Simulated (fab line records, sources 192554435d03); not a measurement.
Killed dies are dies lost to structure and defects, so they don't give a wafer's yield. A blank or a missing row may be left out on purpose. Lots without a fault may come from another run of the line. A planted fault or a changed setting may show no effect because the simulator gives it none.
One fault seen from 2 desks | flow n5_finfet | each desk has only its own numbers; what lay behind them comes last

THE TOOL OWNER'S DESK: rie_diel-06
The tool's own readings at N5_SD_EPI_P_ETCHBACK_46 (etches SiNx in CH3F/O2, stops on SiO2, target depth 17.5 nm): means of the sampled wafers that have a number, for each lot that ran on this tool. A lot is out of limits, marked OUT, if its mean lies more than 4 standard deviations from the usual mean; the brackets give that distance.
Columns: A = drypump_motor_current_A at N5_SD_EPI_P_ETCHBACK_46, usual 5.7 A; B = oes_product_au at N5_SD_EPI_P_ETCHBACK_46, usual 0.68 a.u.; C = rf_vpp_V at N5_SD_EPI_P_ETCHBACK_46, usual 297 V; D = showerhead_plenum_p_Torr at N5_SD_EPI_P_ETCHBACK_46, usual 2.03 Torr; E = throttle_valve_pct at N5_SD_EPI_P_ETCHBACK_46, usual 16.30 %
lot  | first seen here | A   | B    | C   | D    | E
L981 | day 5 00:05     | 5.7 | 0.62 | 296 | 1.99 | 16.28
L980 | day 5 03:31     | 6.3 | 0.65 | 294 | 2.04 | 16.34
L982 | day 5 07:53     | 5.8 | 0.65 | 297 | 2.01 | 16.24
L987 | day 6 17:16     | 6.2 | 0.70 | 298 | 2.04 | 16.27
L996 | day 8 23:16     | 6.2 | 0.68 | 297 | 2.04 | 16.30
L997 | day 9 01:02     | 6.0 | 0.72 | 302 | 2.04 | 16.20
This desk's finding: nothing out of limits on any of the 6 lots.

THE METROLOGY DESK
What the gauges read, lot by lot, whatever tool the lot ran on: means of the sampled wafers that have a number. A lot is out of limits, marked OUT, if its mean lies more than 4 standard deviations from the usual mean; the brackets give that distance. Of its 10 readings 7 are shown: those that lie furthest out on some lot.
Columns: A = DIBL_N at N5_BEOL_M4_RC_MEAS_101, usual 36.3 mV/V; B = IOFF_N at N5_BEOL_M4_RC_MEAS_101, usual 0.156 nA/um; C = IOFF_P at N5_BEOL_M4_RC_MEAS_101, usual 0.21 nA/um; D = ION_N at N5_BEOL_M4_RC_MEAS_101, usual 675 uA/um; E = ION_P at N5_BEOL_M4_RC_MEAS_101, usual 463 uA/um; F = SS_N at N5_BEOL_M4_RC_MEAS_101, usual 71.6 mV/dec; G = VT_P at N5_BEOL_M4_RC_MEAS_101, usual -251 mV
lot  | first seen here | A    | B     | C    | D   | E   | F    | G
L977 | day 8 16:44     | 36.4 | 0.162 | 0.21 | 683 | 466 | 71.2 | -254
L979 | day 9 01:55     | 35.3 | 0.143 | 0.21 | 667 | 461 | 71.4 | -250
L980 | day 9 12:20     | 36.9 | 0.180 | 0.21 | 693 | 466 | 72.2 | -250
L982 | day 9 12:40     | 35.7 | 0.147 | 0.19 | 672 | 456 | 71.4 | -252
L981 | day 9 18:32     | 37.1 | 0.166 | 0.23 | 676 | 465 | 71.6 | -247
L987 | day 11 10:50    | 37.8 | 0.193 | 0.27 | 694 | 480 | 72.6 | -245
L991 | day 11 21:04    | 35.1 | 0.142 | 0.18 | 669 | 458 | 71.6 | -253
L996 | day 13 15:16    | 34.0 | 0.135 | 0.16 | 669 | 455 | 70.9 | -254
L997 | day 14 08:32    | 38.8 | 0.196 | 0.27 | 678 | 472 | 71.9 | -246
This desk's finding: nothing out of limits on any of the 9 lots.

PUT TOGETHER
The tool owner's desk saw nothing out of limits.
The metrology desk saw nothing out of limits.

WHAT THE SIMULATOR HAD PUT IN
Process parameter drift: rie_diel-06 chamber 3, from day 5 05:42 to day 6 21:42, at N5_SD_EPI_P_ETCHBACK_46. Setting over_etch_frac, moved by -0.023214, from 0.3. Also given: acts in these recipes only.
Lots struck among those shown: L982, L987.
